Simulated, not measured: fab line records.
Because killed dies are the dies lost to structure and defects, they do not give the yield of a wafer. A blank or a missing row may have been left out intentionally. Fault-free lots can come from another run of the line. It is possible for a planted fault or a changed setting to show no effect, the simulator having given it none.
fab line records | flow n5-finfet
record lots=6 | wafers=17 | last-day=17
route steps=1938 shown ZERO_LAYER@12 WELL_APT@20 BEOL_M4@1111 PASSIVATION@1936
lots that met no fault: from a run of the same line without faults
start-h: hours from the record's opening day to when the first of the lot's shown wafers began | wait-h: time in hours since the lot's previous step | " as in the row above | L1.1+2: a single row standing in for several wafers | - no value, or no start given | * or withheld: withheld | < > ~ a bound
route shown NAME@n: a module of which the file shows steps, and the number in the route of the first | usual: mean/standard deviation taken from wafers without a fault | same: alike in all rows | chamber/n: place in a boat | sites: the reading at each site | _std_site: their standard deviation | _edge_site: mean of outer sites minus mean of inner sites | radius-mm: for every site, how far away it sits from the centre of the wafer | mask NAME#n: copy n | behind: the last tool/chamber to shape the wafer | hold: what put the lot on hold/how long, in hours/how the hold closed | device: which transistor (n, p or np) failed to switch | end of line: at the end of the route, the tests of the same wafers | a step without rows: its recipe alone | killed: dies that structure and defects cost at the first sort, which is not the same as the wafer's yield | map: a wafer's dies, marking killed ones x, the rest . and places with no die _
set.NAME: the setting as run; set.NAME@STEP: as run at that earlier step | model.NAME: the simulator's own value behind a step, which no gauge read
lots at selected steps of the route; one table per step, one row per wafer
services: when a tool's chamber went out of use (start-h, in hours from the record's first day, below 0 if earlier), for how many hours, and the reason
## steps
# step N5_ZERO_LAYER_HARDBAKE_23
# recipe temp-c=130 | time-s=120
# step N5_ZERO_LAYER_CD_MEAS_11
# recipe target-cd-nm=2000 | landing-energy-ev=500 | detector=se-inlens
# usual cd-nm=1998.7/2.2
lot.wafer | tool      | chamber | start-h | wait-h | cd-nm
L239.2    | cd-sem-03 | 0       | 24.67   | -      | 2000.0
L239.5    | "         | 0       | "       | "      | 1999.2
L246.1    | cd-sem-01 | 0       | 66.66   | -      | 2003.2
L246.2    | "         | 0       | "       | "      | 1996.9
L246.3    | "         | 0       | "       | "      | 2000.2
L248.2    | cd-sem-02 | 0       | 78.64   | -      | 2000.9
L248.4    | "         | 0       | "       | "      | 2000.9
L248.5    | "         | 0       | "       | "      | 2000.3
L253.1    | cd-sem-01 | 0       | 108.77  | -      | 2001.3
L253.3    | "         | 0       | "       | "      | 2000.9
L253.4    | "         | 0       | "       | "      | 1998.5
L257.1    | cd-sem-02 | 0       | 132.77  | -      | 1996.4
L257.4    | "         | 0       | "       | "      | 1997.2
L257.6    | "         | 0       | "       | "      | 1997.4
L258.1    | cd-sem-03 | 0       | 138.64  | -      | 1997.5
L258.2    | "         | 0       | "       | "      | 1997.1
L258.5    | "         | 0       | "       | "      | 1999.7
# step N5_ZERO_LAYER_DESCUM_16
# recipe chemistry=O2 | time-s=7.9 | source-power-w=50 | bias-power-w=20 | pressure-mtorr=20 | rf-frequency-hz=2.712e+07 | temp-c=40 | o2-flow-sccm=225
# usual drypump-motor-current-A=5.9/0.52 | oes-product-au=0.80/0.077 | rf-fwd-power-W=49.28/0.24 | rf-vpp-V=243.7/1.2 | showerhead-plenum-p-Torr=2.12/0.065 | throttle-valve-pct=20.41/0.23
lot.wafer | tool        | chamber | start-h | wait-h | drypump-motor-current-A | oes-product-au | rf-fwd-power-W | rf-hours-counter-h | rf-vpp-V | showerhead-plenum-p-Torr | throttle-valve-pct
L239.2    | rie-diel-05 | 3       | 24.88   | 0.2    | 6.3                     | 0.86           | 49.31          | 51                 | 242.2    | 2.12                     | 20.72
L239.5    | "           | 3       | "       | "      | 6.3                     | 0.86           | 49.22          | -                  | 245.0    | 2.12                     | 20.70
L246.1    | rie-diel-01 | 0       | 66.70   | 0.0    | 6.7                     | 0.94           | 48.78          | 18                 | 244.7    | 2.23                     | 20.31
L246.2    | "           | 1       | "       | "      | 5.5                     | 0.94           | 49.15          | 34                 | 245.0    | 2.14                     | 19.98
L246.3    | "           | 2       | "       | "      | 5.3                     | 0.68           | 49.06          | 238                | 242.7    | 2.06                     | 20.64
L248.2    | rie-diel-04 | 1       | 78.68   | 0.0    | 5.6                     | 0.81           | 49.40          | 85                 | 243.8    | 2.13                     | 20.44
L248.4    | "           | 3       | "       | "      | 5.4                     | 0.68           | 48.89          | 214                | 245.1    | 2.14                     | 20.24
L248.5    | "           | 2       | "       | "      | 6.4                     | 0.76           | 49.46          | -                  | 242.7    | 2.01                     | 20.65
L253.1    | rie-diel-04 | 2       | 108.80  | 0.0    | 6.5                     | 0.76           | 49.16          | 114                | 241.7    | 2.00                     | 20.67
L253.3    | "           | 1       | "       | "      | 5.5                     | 0.81           | 49.66          | 92                 | 243.4    | 2.13                     | 20.45
L253.4    | "           | 0       | "       | "      | 6.5                     | 0.72           | 49.49          | 209                | 244.7    | 2.15                     | 20.47
L257.1    | rie-diel-04 | 0       | 132.80  | 0.0    | 6.5                     | 0.71           | 49.31          | 216                | 244.0    | 2.15                     | 20.48
L257.4    | "           | 1       | "       | "      | 5.6                     | 0.79           | 49.67          | 100                | 244.7    | 2.12                     | 20.46
L257.6    | "           | 1       | "       | "      | 5.6                     | 0.79           | 49.54          | -                  | 244.4    | 2.12                     | 20.47
L258.1    | rie-diel-04 | 1       | 138.68  | 0.0    | 5.6                     | 0.80           | 49.59          | 101                | 243.5    | 2.12                     | 20.45
L258.2    | "           | 2       | "       | "      | 6.5                     | 0.76           | 49.38          | 124                | 242.7    | 2.00                     | 20.69
L258.5    | "           | 3       | "       | "      | 5.4                     | 0.69           | 48.97          | -                  | 246.1    | 2.13                     | 20.29
# step N5_ZERO_LAYER_ETCH_17
# recipe chemistry=CF4 | target=SiO2 | target-depth-a=120 | time-s=13.3 | ion-energy-ev=350 | pressure-mtorr=40 | source-w=450 | bias-w=215 | Ar_flow_sccm=100 | cf4-flow-sccm=100
# usual drypump-motor-current-A=5.9/0.53 | oes-product-au=0.80/0.075 | rf-fwd-power-W=445.6/1.8 | rf-vpp-V=951/3.8 | showerhead-plenum-p-Torr=2.17/0.059 | throttle-valve-pct=15.63/0.25
lot.wafer | tool        | chamber | start-h | wait-h | drypump-motor-current-A | oes-product-au | rf-fwd-power-W | rf-hours-counter-h | rf-vpp-V | showerhead-plenum-p-Torr | throttle-valve-pct
L239.2    | rie-diel-05 | 3       | 24.91   | 0.0    | 6.3                     | 0.87           | 444.2          | 51                 | 951      | 2.19                     | 15.95
L239.5    | "           | 3       | "       | "      | 6.3                     | 0.87           | 445.2          | -                  | 950      | 2.19                     | 15.95
L246.1    | rie-diel-01 | 0       | 66.73   | 0.0    | 6.7                     | 0.92           | 444.3          | 18                 | 958      | 2.26                     | 15.41
L246.2    | "           | 1       | "       | "      | 5.5                     | 0.94           | 444.7          | 34                 | 951      | 2.18                     | 15.10
L246.3    | "           | 2       | "       | "      | 5.3                     | 0.67           | 446.4          | 238                | 946      | 2.10                     | 15.88
L248.2    | rie-diel-04 | 1       | 78.72   | 0.0    | 5.6                     | 0.81           | 449.2          | 85                 | 950      | 2.16                     | 15.52
L248.4    | "           | 3       | "       | "      | 5.4                     | 0.70           | 441.4          | 214                | 953      | 2.21                     | 15.60
L248.5    | "           | 2       | "       | "      | 6.5                     | 0.77           | 447.4          | -                  | 945      | 2.08                     | 15.95
L253.1    | rie-diel-04 | 2       | 108.84  | 0.0    | 6.5                     | 0.77           | 446.4          | 114                | 945      | 2.08                     | 15.95
L253.3    | "           | 1       | "       | "      | 5.6                     | 0.79           | 444.9          | 92                 | 951      | 2.16                     | 15.55
L253.4    | "           | 0       | "       | "      | 6.5                     | 0.72           | 445.7          | 209                | 953      | 2.20                     | 15.81
L257.1    | rie-diel-04 | 0       | 132.84  | 0.0    | 6.5                     | 0.70           | 446.5          | 216                | 954      | 2.20                     | 15.83
L257.4    | "           | 1       | "       | "      | 5.6                     | 0.79           | 444.7          | 100                | 949      | 2.16                     | 15.57
L257.6    | "           | 1       | "       | "      | 5.6                     | 0.79           | 443.7          | -                  | 950      | 2.16                     | 15.55
L258.1    | rie-diel-04 | 1       | 138.71  | 0.0    | 5.5                     | 0.80           | 448.2          | 101                | 951      | 2.16                     | 15.55
L258.2    | "           | 2       | "       | "      | 6.4                     | 0.77           | 447.7          | 124                | 944      | 2.08                     | 15.99
L258.5    | "           | 3       | "       | "      | 5.4                     | 0.69           | 442.6          | -                  | 953      | 2.20                     | 15.63
# step N5_ZERO_LAYER_ETCH_18
# recipe chemistry=HBr/Cl2 | target=Si | target-depth-a=1200 | time-s=40 | pressure-mtorr=10 | icp-w=800 | bias-w=75 | HBr_flow_sccm=150 | Cl2_flow_sccm=80
# usual drypump-motor-current-A=5.8/0.45 | oes-product-au=1.011/0.014 | rf-fwd-power-W=795.4/2.6 | throttle-valve-pct=36.1/0.34
lot.wafer | tool      | chamber | start-h | wait-h | drypump-motor-current-A | oes-product-au | rf-fwd-power-W | rf-hours-counter-h | throttle-valve-pct
L239.2    | rie-si-02 | 3       | 24.98   | 0.0    | 5.7                     | 1.014          | 796.3          | 188                | 36.4
L239.5    | "         | 0       | "       | "      | 6.2                     | 1.009          | 800.7          | -                  | 36.2
L246.1    | rie-si-02 | 3       | 66.80   | 0.0    | 5.7                     | 1.014          | 796.3          | 189                | 36.4
L246.2    | "         | 2       | "       | "      | 5.8                     | 1.009          | 793.4          | 113                | 36.5
L246.3    | "         | 0       | "       | "      | 6.3                     | 1.014          | 795.2          | 83                 | 36.2
L248.2    | rie-si-04 | 0       | 78.79   | 0.0    | 4.9                     | 1.020          | 793.2          | 164                | 35.5
L248.4    | "         | 2       | "       | "      | 5.7                     | 0.998          | 794.8          | 166                | 36.4
L248.5    | "         | 1       | "       | "      | 5.7                     | 1.010          | 796.4          | -                  | 36.0
L253.1    | rie-si-04 | 2       | 108.91  | 0.0    | 5.7                     | 1.001          | 797.3          | 167                | 36.3
L253.3    | "         | 1       | "       | "      | 5.7                     | 1.008          | 794.5          | 197                | 36.0
L253.4    | "         | 0       | "       | "      | 4.9                     | 1.024          | 794.4          | 165                | 35.5
L257.1    | rie-si-04 | 2       | 132.91  | 0.0    | 5.7                     | 0.998          | 794.5          | 167                | 36.3
L257.4    | "         | 2       | "       | "      | 5.7                     | 1.006          | 794.8          | -                  | 36.4
L257.6    | "         | 3       | "       | "      | 6.3                     | 1.025          | 802.7          | -                  | 35.9
L258.1    | rie-si-02 | 3       | 138.79  | 0.0    | 5.7                     | 1.007          | 802.5          | 190                | 36.4
L258.2    | "         | 2       | "       | "      | 5.8                     | 1.003          | 798.3          | 114                | 36.5
L258.5    | "         | 3       | "       | "      | 5.7                     | 1.020          | 799.2          | -                  | 36.4
# step N5_ZERO_LAYER_STRIP_24
# recipe chemistry=O2 | power-w=1000 | temp-c=250 | overash-fraction=0.3 | pressure-mtorr=1000 | o2-flow-sccm=6750
# usual drypump-motor-current-A=5.6/0.3 | heater-power-w=340/34 | oes-product-au=0.647/0.0044 | strip-time-to-endpoint-s=43.87/0.11
lot.wafer | tool            | chamber | start-h | wait-h | drypump-motor-current-A | heater-power-w | oes-product-au | rf-hours-counter-h | strip-time-to-endpoint-s
L239.2    | plasma-asher-02 | 1       | 25.09   | 0.1    | 5.8                     | 354            | 0.651          | 29                 | 43.81
L239.5    | "               | 0       | "       | "      | 6.0                     | 281            | 0.645          | -                  | 43.87
L246.1    | plasma-asher-02 | 0       | 67.08   | 0.2    | 6.0                     | 291            | 0.656          | 37                 | 43.72
L246.2    | "               | 1       | "       | "      | 5.8                     | 354            | 0.641          | 37                 | 43.82
L246.3    | "               | 1       | "       | "      | 5.8                     | 339            | 0.653          | -                  | 43.81
L248.2    | plasma-asher-01 | 0       | 78.89   | 0.1    | 5.3                     | 382            | 0.645          | 79                 | 43.88
L248.4    | "               | 1       | "       | "      | 5.4                     | 360            | 0.644          | -                  | 44.05
L248.5    | "               | 0       | "       | "      | 5.3                     | 369            | 0.645          | -                  | 43.92
L253.1    | plasma-asher-02 | 1       | 109.02  | 0.1    | 5.8                     | 342            | 0.654          | 45                 | 44.15
L253.3    | "               | 1       | "       | "      | 5.8                     | 350            | 0.648          | -                  | 43.96
L253.4    | "               | 0       | "       | "      | 6.0                     | 289            | 0.645          | -                  | 44.10
L257.1    | plasma-asher-02 | 1       | 133.02  | 0.1    | 5.8                     | 350            | 0.647          | 51                 | 43.78
L257.4    | "               | 0       | "       | "      | 6.0                     | 279            | 0.653          | -                  | 43.88
L257.6    | "               | 1       | "       | "      | 5.8                     | 347            | 0.649          | -                  | 43.85
L258.1    | plasma-asher-02 | 0       | 138.90  | 0.1    | 6.1                     | 289            | 0.656          | 51                 | 43.83
L258.2    | "               | 1       | "       | "      | 5.8                     | 349            | 0.648          | 51                 | 44.07
L258.5    | "               | 1       | "       | "      | 5.8                     | 357            | 0.646          | -                  | 44.07
# step N5_ZERO_LAYER_STRIP_19
# recipe chemistry=SPM | time-s=900 | temp-c=130 | h2so4-h2o2-vol-ratio=4 | dry=ipa-marangoni
# step N5_ZERO_LAYER_INSPECT_20
# recipe inspect-instrument=darkfield | mode=post-clean
# usual raw-defect-count=30/12
lot.wafer | tool              | chamber | start-h | wait-h | raw-defect-count
L239.2    | defect-inspect-02 | -       | 25.45   | 0.0    | 17
L239.5    | "                 | -       | "       | "      | 42
L246.1    | defect-inspect-01 | -       | 67.44   | 0.0    | 43
L246.2    | "                 | -       | "       | "      | 35
L246.3    | "                 | -       | "       | "      | 17
L248.2    | defect-inspect-02 | -       | 79.25   | 0.0    | 56
L248.4    | "                 | -       | "       | "      | 47
L248.5    | "                 | -       | "       | "      | 37
L253.1    | defect-inspect-02 | -       | 109.38  | 0.0    | 30
L253.3    | "                 | -       | "       | "      | 33
L253.4    | "                 | -       | "       | "      | 23
L257.1    | defect-inspect-02 | -       | 133.38  | 0.0    | 28
L257.4    | "                 | -       | "       | "      | 60
L257.6    | "                 | -       | "       | "      | 25
L258.1    | defect-inspect-01 | -       | 139.26  | 0.0    | 20
L258.2    | "                 | -       | "       | "      | 16
L258.5    | "                 | -       | "       | "      | 31
# step N5_WELL_APT_HMDS_01
# recipe time-s=60 | temp-c=120
# step N5_WELL_APT_COAT_02
# recipe spin-rpm=1357 | resist-thk-nm=950
# step N5_WELL_APT_EBR_04
# recipe solvent=PGMEA | ebr-width-mm=1.5
# step N5_WELL_APT_SOFTBAKE_03
# recipe temp-c=130 | time-s=60
# step N5_WELL_APT_EXPOSE_05
# recipe mask-id=NWELL | na=0.8 | source-shape=conventional | sigma-outer=0.8 | polarization=unpolarized | defocus-nm=0 | target-cd-nm=200 | dose-mj=20.3
# usual exposure-dose-mJ-cm2=20.279/0.02
lot.wafer | tool           | chamber | start-h | wait-h | mask    | exposure-dose-mJ-cm2
L239.2    | krf-scanner-02 | 0       | 25.59   | -      | NWELL#0 | 20.300
L239.5    | "              | 0       | "       | "      | NWELL#0 | 20.256
L246.1    | krf-scanner-02 | 0       | 67.69   | -      | NWELL#0 | 20.594
L246.2    | "              | 0       | "       | "      | NWELL#0 | 20.611
L246.3    | "              | 0       | "       | "      | NWELL#0 | 20.618
L248.2    | krf-scanner-02 | 0       | 79.52   | -      | NWELL#0 | 20.567
L248.4    | "              | 0       | "       | "      | NWELL#0 | 20.546
L248.5    | "              | 0       | "       | "      | NWELL#0 | 20.528
L253.1    | krf-scanner-01 | 0       | 109.63  | -      | NWELL#0 | 20.259
L253.3    | "              | 0       | "       | "      | NWELL#0 | 20.249
L253.4    | "              | 0       | "       | "      | NWELL#0 | 20.284
L257.1    | krf-scanner-01 | 0       | 133.63  | -      | NWELL#0 | 20.244
L257.4    | "              | 0       | "       | "      | NWELL#0 | 20.279
L257.6    | "              | 0       | "       | "      | NWELL#0 | 20.247
L258.1    | krf-scanner-01 | 0       | 139.39  | -      | NWELL#0 | 20.262
L258.2    | "              | 0       | "       | "      | NWELL#0 | 20.304
L258.5    | "              | 0       | "       | "      | NWELL#0 | 20.304
# step N5_WELL_APT_PEB_06
# recipe peb-temp-c=130 | peb-time-s=90
# step N5_BEOL_M4_RC_MEAS_101
# usual DIBL_N=36.3/1.6 | DIBL_P=36.2/2 | IOFF_N=0.160/0.028 | IOFF_P=0.21/0.036 | ION_N=677/11 | ION_P=465/6.9 | SS_N=71.5/0.55 | SS_P=73.3/0.64 | VT_N=250/3 | VT_P=-250/3.5
lot.wafer | tool      | chamber | start-h | wait-h | DIBL_N[mV/V] | DIBL_P[mV/V] | IOFF_N[nA/um] | IOFF_P[nA/um] | ION_N[uA/um] | ION_P[uA/um] | SS_N[mV/dec] | SS_P[mV/dec] | VT_N[mV] | VT_P[mV]
L239.2    | prober-01 | 0       | 172.38  | 0.2    | 37.8         | 39.3         | 0.211         | 0.25          | 693          | 463          | 71.6         | 74.3         | 245      | -248
L239.5    | "         | 0       | "       | "      | 33.7         | 34.1         | 0.122         | 0.17          | 663          | 459          | 70.6         | 72.7         | 253      | -252
L246.1    | prober-01 | 0       | 230.68  | 0.0    | 36.1         | 37.4         | 0.149         | 0.25          | 661          | 461          | 72.0         | 73.7         | 252      | -247
L246.2    | "         | 0       | "       | "      | 36.0         | 36.1         | 0.145         | 0.22          | 676          | 469          | 71.0         | 72.5         | 251      | -249
L246.3    | "         | 0       | "       | "      | 39.1         | 41.1         | 0.211         | 0.32          | 675          | 471          | 72.6         | 74.5         | 245      | -241
L248.2    | prober-01 | 0       | 235.28  | 0.2    | 37.1         | 37.6         | 0.179         | 0.24          | 692          | 471          | 72.2         | 74.4         | 246      | -248
L248.4    | "         | 0       | "       | "      | 37.8         | 39.0         | 0.207         | 0.24          | 686          | 466          | 71.9         | 74.5         | 246      | -249
L248.5    | "         | 0       | "       | "      | 37.2         | 38.7         | 0.189         | 0.24          | 689          | 470          | 71.4         | 74.8         | 248      | -251
L253.1    | prober-01 | 0       | 277.38  | 0.0    | 34.2         | 34.1         | 0.119         | 0.17          | 664          | 459          | 71.1         | 73.0         | 257      | -255
L253.3    | "         | 0       | "       | "      | 34.3         | 33.9         | 0.118         | 0.17          | 667          | 462          | 71.2         | 72.3         | 252      | -250
L253.4    | "         | 0       | "       | "      | 34.3         | 34.6         | 0.124         | 0.18          | 668          | 459          | 71.3         | 72.8         | 254      | -252
L257.1    | prober-01 | 0       | 300.08  | 0.0    | 34.1         | 33.0         | 0.138         | 0.19          | 678          | 467          | 70.6         | 73.1         | 250      | -252
L257.4    | "         | 0       | "       | "      | 34.9         | 32.7         | 0.140         | 0.18          | 689          | 464          | 71.3         | 73.0         | 252      | -251
L257.6    | "         | 0       | "       | "      | 36.4         | 35.2         | 0.176         | 0.21          | 700          | 466          | 71.7         | 73.6         | 249      | -250
L258.1    | prober-02 | 0       | 300.11  | 0.0    | 33.7         | 34.0         | 0.133         | 0.18          | 688          | 476          | 71.1         | 72.9         | 251      | -252
L258.2    | "         | 0       | "       | "      | 36.8         | 37.3         | 0.173         | 0.23          | 677          | 471          | 71.3         | 73.4         | 249      | -247
L258.5    | "         | 0       | "       | "      | 34.8         | 35.1         | 0.150         | 0.20          | 670          | 464          | 71.4         | 73.5         | 250      | -247
# step N5_PASSIVATION_PROBE_49
# usual defect-limited-yield=91.2/1.5 | killed_at_M0_to_M3=36/10 | killed_at_M4_up=13/6 | killed-at-contacts=11/5.2 | killed-at-front-end=40/11 | killed-at-other=3.1/2.9 | killed-dies=104/17 | killed-open=66/12 | killed-short=34/7.7 | sort_bin_5_function=5.1/0.91 | sort_bin_6_memory=3.2/0.67 | sort-n-pass=1076/17 | sort-yield-pct=91.2/1.5
# same gross-dies=1180 | killed-at-back-side=0 | sort_bin_4_leakage[%]=0 | sort_bin_8_speed[%]=0
lot.wafer | tool      | chamber | start-h | wait-h | defect-limited-yield[%] | killed_at_M0_to_M3 | killed_at_M4_up | killed-at-contacts | killed-at-front-end | killed-at-other | killed-dies | killed-open | killed-short | sort_bin_5_function[%] | sort_bin_6_memory[%] | sort-n-pass | sort-yield-pct[%]
L248.5    | prober-02 | -       | 344.71  | 0.2    | 90.0                    | 29                 | 10              | 21                 | 52                  | 6               | 118         | 72          | 33           | 5.4                    | 3.3                  | 1062        | 90.0
# killed by level:class
L248.5 MOL_CONTACT_COAG:geometric-particle:open=19 HKMG_FIN:area-etch=11 BEOL_M1:geometric-particle:open=8 FIN_SAQP:geometric-particle:short=7 DUMMY_GATE:geometric-particle:open=6 GATE_CUT:geometric-particle:short=6 GATE_CUT:geometric-particle:open=5 BEOL_M0_SAQP:geometric-particle:open=5
## services
tool           | chamber | start-h | hours | kind
rie-diel-01    | 0       | 5.88    | 2.0   | repair
krf-scanner-02 | -       | 7.12    | 4.8   | repair
krf-scanner-01 | -       | 22.87   | 1.3   | pm
krf-scanner-01 | -       | 26.05   | 1.0   | pm
krf-scanner-02 | -       | 27.47   | 1.3   | pm
krf-scanner-01 | 0       | 42.55   | -     | calibration
rie-si-04      | 2       | 66.32   | 3.5   | repair
krf-scanner-02 | -       | 67.96   | 0.8   | pm
krf-scanner-01 | -       | 76.04   | 4.2   | repair
krf-scanner-02 | 0       | 89.36   | -     | calibration
rie-diel-05    | 1       | 95.99   | 7.9   | repair
rie-diel-01    | 2       | 104.60  | -     | clean
rie-diel-01    | 2       | 104.60  | -     | consumable-replace:focus-ring
rie-diel-01    | 2       | 104.60  | 26.7  | scheduled-down
rie-diel-01    | 2       | 104.60  | 26.7  | vent-cycle
rie-diel-01    | 3       | 108.65  | 45.3  | repair
krf-scanner-02 | -       | 109.03  | 1.0   | pm
krf-scanner-01 | -       | 112.09  | 0.8   | pm
rie-diel-05    | 0       | 121.56  | 1.7   | repair
rie-si-04      | 1       | 125.49  | -     | clean
rie-si-04      | 1       | 125.49  | 23.0  | scheduled-down
rie-si-04      | 1       | 125.49  | 23.0  | vent-cycle
## key
first-sign step=N5_WELL_APT_EXPOSE_05 | reading=exposure-dose-mJ-cm2 | direction=up | sigmas=15 | usual=20.279 | struck=20.577
effect none on later readings
met-at N5_WELL_APT_EXPOSE_05
struck-wafers L246.1,L246.2,L246.3,L248.2,L248.4,L248.5
loop-trim step=N5_WELL_APT_EXPOSE_05 | setting=dose | lots=L248
baseline-loss step=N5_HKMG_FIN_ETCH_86 | wafers=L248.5
onset-between 25.59 67.69
fault kind=process-parameter-drift | tool=krf-scanner-02 | chamber=- | onset-h=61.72 | steps=N5_WELL_APT_EXPOSE_05 | channel=dose-mj | offset=0.33204 | shape=step | acts-in=these-recipes-only | stated=20.3
# loop-trim: a control loop set the setting to another value than it would have without faults
# baseline-loss: these wafers lose ten dies or more at that step, a loss of the line's own and not of a fault; the sort's usual values leave them out
